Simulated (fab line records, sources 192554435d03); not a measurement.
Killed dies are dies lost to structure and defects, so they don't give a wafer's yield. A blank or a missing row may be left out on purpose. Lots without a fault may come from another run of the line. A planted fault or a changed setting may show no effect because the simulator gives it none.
Problem report in the 8D (eight disciplines) form, filled by code | flow n5_finfet | the parts of the form that need people (team, actions taken, sign-off) are left out

1. THE PROBLEM
oes_product_au at N5_PMOS_HMC_CHANNEL_EPI_ETCH_38 reads a mean of 1.411 a.u. on 4 wafers of 2 lots; wafers without a fault read 0.999 a.u. with a standard deviation of 0.018. That is +23 standard deviations from the usual mean.
The step: etches SiO2 in CF4, target depth 1.5 nm.
First seen on wafer L418.3, day 6 18:49, on rie_si-04. The record holds 17 wafers of 6 lots with a number at this step. Rule for "out", or "out of limits": more than 4 standard deviations from the usual mean. The other wafers with a number count as sound.

2. WHAT IT IS AND WHAT IT IS NOT
question                    | is                             | is not
which readings at this step | oes_product_au                 | drypump_motor_current_A, rf_fwd_power_W, throttle_valve_pct
which lots                  | L418, L420                     | L402, L404, L410, L421
which wafers of those lots  | L418.3, L418.5, L420.3, L420.5 | L420.6
read on which tools         | rie_si-04                      | rie_si-02, rie_si-05
when                        | from day 6 18:49               | up to then (9 sound wafers); but 4 sound wafers of L420, L421 came after

3. SUSPECTS, AND WHAT RULES EACH OUT
Counting: a tool at a process step up to the reading stays a suspect if it ran every lot that is out. Sound lots after the first of them don't rule it out here, since some wafers of a struck lot are sound.
- rie_si-04 at N5_PMOS_HMC_CHANNEL_EPI_ETCH_38 (etches SiO2 in CF4, target depth 1.5 nm): kept. It ran every lot that is out, first L418 (day 6 18:49); its last sound lot up to then is L402 (day 2 18:10). Its own readings are out on those wafers: oes_product_au.
Left after counting: rie_si-04 at N5_PMOS_HMC_CHANNEL_EPI_ETCH_38.

4. THE CAUSE (what the simulator had put in)
Process parameter drift: rie_si-04, from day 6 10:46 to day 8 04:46, at N5_PMOS_HMC_CHANNEL_EPI_ETCH_38. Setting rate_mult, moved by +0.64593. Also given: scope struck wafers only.
Counting left only this tool.

5. THE CHAIN OF EFFECTS, in route order
Each row: a reading whose mean over the struck wafers that have a number lies more than 3 standard deviations from the usual. Only readings for which the record gives a usual standard deviation are gone through. hours: the time from each lot's start at the first step in this table that gives one to its start at this step, as a median over the lots. sigmas: the change in usual standard deviations.
hours | step                            | reading        | usual      | on struck wafers | change | sigmas
0     | N5_PMOS_HMC_CHANNEL_EPI_ETCH_38 | oes_product_au | 0.999 a.u. | 1.411            | +0.412 | +23
The process steps in it:
- N5_PMOS_HMC_CHANNEL_EPI_ETCH_38: etches SiO2 in CF4, target depth 1.5 nm.
Later measuring or inspecting steps at which every struck wafer that the step has a row for has a number for every such reading, and none has moved that far: N5_BEOL_M4_RC_MEAS_101.

6. WHAT WOULD HAVE CAUGHT IT SOONER
In this record the first reading out of limits was taken at day 6 18:49, 8 hours after the fault began at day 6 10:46.
